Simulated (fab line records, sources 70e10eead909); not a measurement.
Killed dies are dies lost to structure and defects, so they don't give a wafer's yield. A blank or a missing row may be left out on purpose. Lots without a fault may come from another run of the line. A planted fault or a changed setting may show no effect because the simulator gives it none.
Which tool did it? | flow nand_harc | 10 lots, 30 wafers sampled, at 9 steps of a route of 1302

WHAT THE GAUGES READ, wafer by wafer
NHARC_A_ONON_D2_THK_MEAS_11: measures by ellipsometry.
lot  | measured     | on            | thk_nm (nm)
L789 | day 13 20:31 | film_metro-02 | 1006 1007 1006
L791 | day 14 01:22 | film_metro-01 | 993 990 989
L792 | day 14 01:22 | film_metro-02 | 993 992 993
L793 | day 14 19:44 | film_metro-02 | 984 986 985
L798 | day 17 04:12 | film_metro-02 | 1015 1015 1014
L800 | day 18 05:52 | film_metro-01 | 995 996 995
L802 | day 18 12:39 | film_metro-01 | 990 989 991
L803 | day 19 10:42 | film_metro-02 | 1006 1006 1006
L809 | day 21 08:52 | film_metro-01 | 1011 1013 1012
L810 | day 22 13:59 | film_metro-02 | 1000 997 999

NHARC_A_CHANNEL_HOLE_D2_CD_MEAS_10: target cd 100 nm.
lot  | measured     | on        | cd_nm (nm)
L789 | day 14 10:38 | cd_sem-02 | 100.5 100.4 99.9
L791 | day 14 17:40 | cd_sem-03 | 99.7 100.6 99.9
L792 | day 14 17:31 | cd_sem-03 | 100.0 99.7 100.1
L793 | day 15 11:50 | cd_sem-03 | 100.2 100.0 99.8
L798 | day 17 20:14 | cd_sem-03 | 99.1 99.5 99.6
L800 | day 18 21:28 | cd_sem-02 | 99.2 99.5 98.8
L802 | day 19 09:14 | cd_sem-03 | 82.1 82.3 82.2
L803 | day 20 03:31 | cd_sem-02 | 85.9 84.6 85.8
L809 | day 21 23:18 | cd_sem-03 | 100.3 100.5 100.5
L810 | day 23 04:07 | cd_sem-03 | 100.2 100.1 100.0

NHARC_A_CHANNEL_HOLE_D2_CD_MEAS_18.
lot  | measured     | on        | cd_nm (nm)
L789 | day 14 11:57 | cd_sem-01 | 100.6 102.0 100.2
L791 | day 14 19:10 | cd_sem-01 | 99.6 100.0 100.1
L792 | day 14 18:48 | cd_sem-01 | 101.7 100.6 100.9
L793 | day 15 13:07 | cd_sem-03 | 99.9 99.7 100.2
L798 | day 17 21:31 | cd_sem-02 | 97.6 96.5 96.4
L800 | day 18 22:46 | cd_sem-03 | 95.3 97.4 95.6
L802 | day 19 10:32 | cd_sem-03 | 84.8 82.0 83.4
L803 | day 20 04:48 | cd_sem-02 | 84.8 85.3 87.3
L809 | day 22 00:36 | cd_sem-03 | 102.2 98.6 98.6
L810 | day 23 05:24 | cd_sem-02 | 101.0 97.4 99.8

NHARC_A_CHANNEL_HOLE_D2_CD_MEAS_31.
lot  | measured     | on        | cd_nm (nm)
L789 | day 14 17:41 | cd_sem-03 | 90.6 90.3 90.8
L791 | day 15 03:00 | cd_sem-02 | 90.2 91.0 90.9
L792 | day 15 01:53 | cd_sem-03 | 88.9 88.8 88.5
L793 | day 15 18:46 | cd_sem-01 | 89.8 89.9 90.5
L798 | day 18 03:08 | cd_sem-03 | 88.7 88.3 87.6
L800 | day 19 04:23 | cd_sem-03 | 89.1 89.4 88.1
L802 | day 19 16:32 | cd_sem-02 | 72.1 73.6 73.9
L803 | day 20 10:52 | cd_sem-01 | 75.4 74.7 75.4
L809 | day 22 06:19 | cd_sem-02 | 90.9 90.3 92.4
L810 | day 23 11:01 | cd_sem-03 | 90.3 89.4 91.0

NHARC_END_SORT_01.
lot  | measured     | on        | killed_at_array | killed_at_other | killed_at_periphery | killed_dies | killed_open | killed_short
L802 | day 30 08:06 | prober-01 | 161 306 262     | 1 0 0           | 8 6 3               | 170 312 265 | 3 2 0       | 2 1 0
L803 | day 31 01:42 | prober-01 | 191 156 148     | 1 0 0           | 8 10 4              | 200 166 152 | 0 2 5       | 2 5 2

WHICH TOOL RAN EACH LOT (tool, then ch and the chambers of the sampled wafers, then the start)
lot  | NHARC_A_CHANNEL_HOLE_D2_PEB_08    | NHARC_A_CHANNEL_HOLE_D2_ETCH_19  | NHARC_A_CHANNEL_HOLE_D2_ETCH_21  | NHARC_A_CHANNEL_HOLE_D2_XSEM_32
L789 | litho_track-06 ch 0, day 14 10:34 | har_etch-02 ch 0,1, day 14 12:02 | har_etch-02 ch 0,1, day 14 12:32 | xsem-02 ch 0, day 14 17:47
L791 | litho_track-04 ch 0, day 14 17:35 | har_etch-01 ch 0,1, day 14 21:20 | har_etch-01 ch 0,1, day 14 21:49 | xsem-01 ch 0, day 15 03:05
L792 | litho_track-01 ch 0, day 14 17:26 | har_etch-02 ch 0,1, day 14 20:21 | har_etch-02 ch 0,1, day 14 20:47 | xsem-02 ch 0, day 15 01:59
L793 | litho_track-04 ch 0, day 15 11:45 | har_etch-02 ch 0,1, day 15 13:14 | har_etch-02 ch 0,1, day 15 13:46 | xsem-02 ch 0, day 15 18:52
L798 | litho_track-04 ch 0, day 17 20:09 | har_etch-01 ch 0,1, day 17 21:37 | har_etch-01 ch 0,1, day 17 22:05 | xsem-01 ch 0, day 18 03:14
L800 | litho_track-04 ch 0, day 18 21:23 | har_etch-02 ch 0,1, day 18 22:53 | har_etch-02 ch 0,1, day 18 23:22 | xsem-01 ch 0, day 19 04:28
L802 | litho_track-04 ch 0, day 19 09:09 | har_etch-02 ch 0,1, day 19 11:02 | har_etch-02 ch 0,1, day 19 11:27 | xsem-01 ch 0, day 19 16:37
L803 | litho_track-04 ch 0, day 20 03:26 | har_etch-01 ch 0,1, day 20 04:53 | har_etch-01 ch 0,1, day 20 05:22 | xsem-01 ch 0, day 20 10:58
L809 | litho_track-06 ch 0, day 21 23:13 | har_etch-01 ch 0,1, day 22 00:44 | har_etch-01 ch 0,1, day 22 01:10 | xsem-01 ch 0, day 22 06:23
L810 | litho_track-04 ch 0, day 23 04:02 | har_etch-02 ch 0,1, day 23 05:28 | har_etch-02 ch 0,1, day 23 05:54 | xsem-02 ch 0, day 23 11:06
- NHARC_A_CHANNEL_HOLE_D2_PEB_08: peb time 65 s.
- NHARC_A_CHANNEL_HOLE_D2_ETCH_19: etches the open film in C4F8/O2/Ar, time 34.5 s.
- NHARC_A_CHANNEL_HOLE_D2_ETCH_21: etches the open film in C4F8/O2/Ar, time 514.3 s, target depth 1600 nm.
- NHARC_A_CHANNEL_HOLE_D2_XSEM_32

WHAT THE TOOLS THEMSELVES READ (means of the sampled wafers that have a number; where no wafer has one, the mark that the record gives instead)
NHARC_A_CHANNEL_HOLE_D2_PEB_08.
lot  | tool           | heater_power_total_W (W)
L789 | litho_track-06 | 156.2
L791 | litho_track-04 | 156.7
L792 | litho_track-01 | 156.5
L793 | litho_track-04 | 156.6
L798 | litho_track-04 | 156.3
L800 | litho_track-04 | 156.0
L802 | litho_track-04 | 212.7
L803 | litho_track-04 | 212.7
L809 | litho_track-06 | 157.0
L810 | litho_track-04 | 156.8

NHARC_A_CHANNEL_HOLE_D2_ETCH_19.
lot  | tool        | drypump_motor_current_A (A) | mfc_ar_sccm (sccm) | showerhead_plenum_p_Torr (Torr) | throttle_valve_pct (%)
L789 | har_etch-02 | 5.70                        | 374.8              | 3.78                            | 37.045
L791 | har_etch-01 | 6.05                        | 374.2              | 3.60                            | 37.033
L792 | har_etch-02 | 5.70                        | 375.0              | 3.78                            | 37.039
L793 | har_etch-02 | 5.73                        | 375.0              | 3.77                            | 37.038
L798 | har_etch-01 | 6.06                        | 375.4              | 3.57                            | 37.053
L800 | har_etch-02 | 5.80                        | 375.2              | 3.85                            | 37.040
L802 | har_etch-02 | 5.79                        | 375.8              | 3.85                            | 37.035
L803 | har_etch-01 | 6.04                        | 375.6              | 3.56                            | 37.032
L809 | har_etch-01 | 6.04                        | 375.7              | 3.54                            | 37.033
L810 | har_etch-02 | 5.73                        | 375.3              | 3.72                            | 37.040

NHARC_A_CHANNEL_HOLE_D2_ETCH_21.
lot  | tool        | drypump_motor_current_A (A) | mfc_ar_sccm (sccm) | showerhead_plenum_p_Torr (Torr) | throttle_valve_pct (%)
L789 | har_etch-02 | 5.71                        | 375.5              | 3.74                            | 32.153
L791 | har_etch-01 | 6.05                        | 375.3              | 3.56                            | 32.158
L792 | har_etch-02 | 5.74                        | 375.1              | 3.74                            | 32.146
L793 | har_etch-02 | 5.71                        | 375.2              | 3.73                            | 32.162
L798 | har_etch-01 | 6.03                        | 373.4              | 3.54                            | 32.160
L800 | har_etch-02 | 5.81                        | 375.6              | 3.80                            | 32.156
L802 | har_etch-02 | 5.77                        | 373.6              | 3.80                            | 32.159
L803 | har_etch-01 | 6.04                        | 374.0              | 3.52                            | 32.149
L809 | har_etch-01 | 6.05                        | 375.6              | 3.51                            | 32.156
L810 | har_etch-02 | 5.71                        | 375.0              | 3.68                            | 32.152

NHARC_A_CHANNEL_HOLE_D2_XSEM_32.
lot  | tool    | bot_cd_nm (nm) | bow_nm (nm) | tilt_deg (degrees)
L789 | xsem-02 | 75.0           | 8.3         | 0.063
L791 | xsem-01 | 75.6           | 8.3         | 0.092
L792 | xsem-02 | 73.2           | 8.1         | 0.051
L793 | xsem-02 | 74.2           | 8.9         | 0.028
L798 | xsem-01 | 73.8           | 8.9         | 0.032
L800 | xsem-01 | 72.9           | 8.4         | 0.054
L802 | xsem-01 | 57.9           | 8.1         | 0.118
L803 | xsem-01 | 59.5           | 9.3         | 0.098
L809 | xsem-01 | 75.7           | 9.1         | 0.042
L810 | xsem-02 | 74.0           | 9.0         | 0.019

THE ANSWER, worked out from the rows above alone
Rule: what is usual is taken from the lots themselves. Put in order of their means at a reading, lots are off if they are a third of the lots or fewer, leave a main group of 4 or more, and stand apart from it by a gap of 3 or more times the standard deviation of the main group's means; of several such gaps the widest counts. A main group whose means are all the same, to the digits that the tables above print for the reading, isn't used. A lot without any number at a reading at which 4 lots or more have one is off too. The other lots that the step has rows for count as sound. The gauges are gone through in route order, then the tools' own readings, and for those a lot's mean is taken as printed above. The first step at which some lot is off is used, and at that step the reading that is off furthest; a lot without a number counts as furthest.
Off: L802, L803, at NHARC_A_CHANNEL_HOLE_D2_CD_MEAS_10 (cd_nm). The main group: mean 99.9 nm, standard deviation 0.4.
A tool fits if, at a process step before that reading, it ran every lot that is off, and no sound lot after the first of them. The gauges at NHARC_A_CHANNEL_HOLE_D2_CD_MEAS_10 aren't tried: what is off there is off at NHARC_A_CHANNEL_HOLE_D2_PEB_08 too, on other tools, and a gauge's error can't cause that. None of those tried fits.

WHAT THE SIMULATOR HAD PUT IN
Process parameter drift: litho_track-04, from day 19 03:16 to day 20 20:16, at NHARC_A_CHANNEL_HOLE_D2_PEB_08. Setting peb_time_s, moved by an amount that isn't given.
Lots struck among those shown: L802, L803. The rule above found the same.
